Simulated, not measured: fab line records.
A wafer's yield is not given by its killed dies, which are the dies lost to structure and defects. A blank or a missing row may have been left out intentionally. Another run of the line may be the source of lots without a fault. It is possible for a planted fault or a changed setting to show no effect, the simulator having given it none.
Matching of chambers    flow nand-harc    NHARC_A_CONTACT_ETCH_48 on rie-diel-06 has 4 sister chambers
The step etches the open film in CF4, target depth 39 nm, time 65 s. 8 wafers are shown with their chamber, then 7 later ones without.

WAFERS, EACH WITH ITS CHAMBER
wafer   chamber  drypump-motor-current-A (A)  oes-product-au (a.u.)
L076.1  0        5.4                          1.002
L081.2  1        6.1                          0.982
L081.5  2        6.1                          0.986
L089.2  1        6.1                          0.992
L089.3  2        6.0                          0.995
L089.6  0        5.4                          1.009
L094.1  3        5.8                          0.978
L094.4  3        5.7                          0.967

WAFERS WITH NO CHAMBER GIVEN
wafer   drypump-motor-current-A (A)  oes-product-au (a.u.)
L094.6  5.4                          0.992
L093.1  5.4                          0.997
L093.5  5.4                          1.002
L093.6  6.1                          0.979
L096.3  5.4                          1.003
L096.4  6.0                          1.012
L096.6  6.0                          1.015

THE CHAMBER EACH PASSED THROUGH
wafer   from the rows above      in truth
L094.6  0                        0
L093.1  0                        0
L093.5  0                        0
L093.6  can't be placed: 1 or 2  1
L096.3  0                        0
L096.4  can't be placed: 2 or 1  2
L096.6  can't be placed: 2 or 1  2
Correct placement for 4 of the 7. Cannot be placed on the basis of these rows: 3; the candidates contain the true chamber in 3. Wrongly placed: 0.
How it was worked out, from the rows above alone: a wafer's distance from a chamber is the root of the sum, over the readings, of the square of ((its reading less the chamber's mean) divided by the reading's scatter). If the next closest chamber is less than 2 further off than the closest, the wafer can't be placed; otherwise it belongs to the closest. Each chamber's mean is taken over the wafers shown for it. The scatter: take each reading less its chamber's mean, square it, sum over the shown wafers, divide by the number of wafers less the number of chambers, and take the root.
